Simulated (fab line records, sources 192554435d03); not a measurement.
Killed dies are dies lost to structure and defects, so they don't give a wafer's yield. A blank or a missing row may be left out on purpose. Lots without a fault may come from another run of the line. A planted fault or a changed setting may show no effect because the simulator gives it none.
Chamber matching | flow n5_finfet | N5_FIN_CUT_CUT_ETCH_27 on rie_diel-02: 4 sister chambers
The step etches SiO2 in CHF3/O2, target depth 4 nm, overetch 2 nm, time 4.9 s. 4 wafers are shown with their chamber, then 8 later ones without.

WAFERS WITH THEIR CHAMBER
wafer  | chamber | showerhead_plenum_p_Torr (Torr)
L085.2 | 1       | 2.33
L086.3 | 3       | 2.48
L086.4 | 0       | 2.54
L087.2 | 2       | 2.40

WAFERS WITHOUT THEIR CHAMBER
wafer  | showerhead_plenum_p_Torr (Torr)
L087.3 | 2.54
L087.5 | 2.32
L092.1 | 2.32
L092.2 | 2.48
L092.4 | 2.40
L097.1 | 2.32
L097.2 | 2.53
L097.6 | 2.48

WHICH CHAMBER EACH WENT THROUGH
wafer  | from the rows above | in truth
L087.3 | 0                   | 0
L087.5 | 1                   | 1
L092.1 | 1                   | 1
L092.2 | 3                   | 3
L092.4 | 2                   | 2
L097.1 | 1                   | 1
L097.2 | 0                   | 0
L097.6 | 3                   | 3
Placed correctly: 8 of 8. Can't be placed from these rows: 0. Placed wrongly: 0.
How it was worked out, from the rows above alone: a wafer's distance from a chamber is the root of the sum, over the readings, of the square of ((its reading less the chamber's mean) divided by the reading's scatter). The wafer belongs to the nearest chamber; if the next one is less than 2 further off, it can't be placed. A chamber's mean is the mean of its shown wafers. The scatter: with one shown wafer a chamber, the root of the mean of the squares of how far each hidden wafer lies from its nearest shown one.
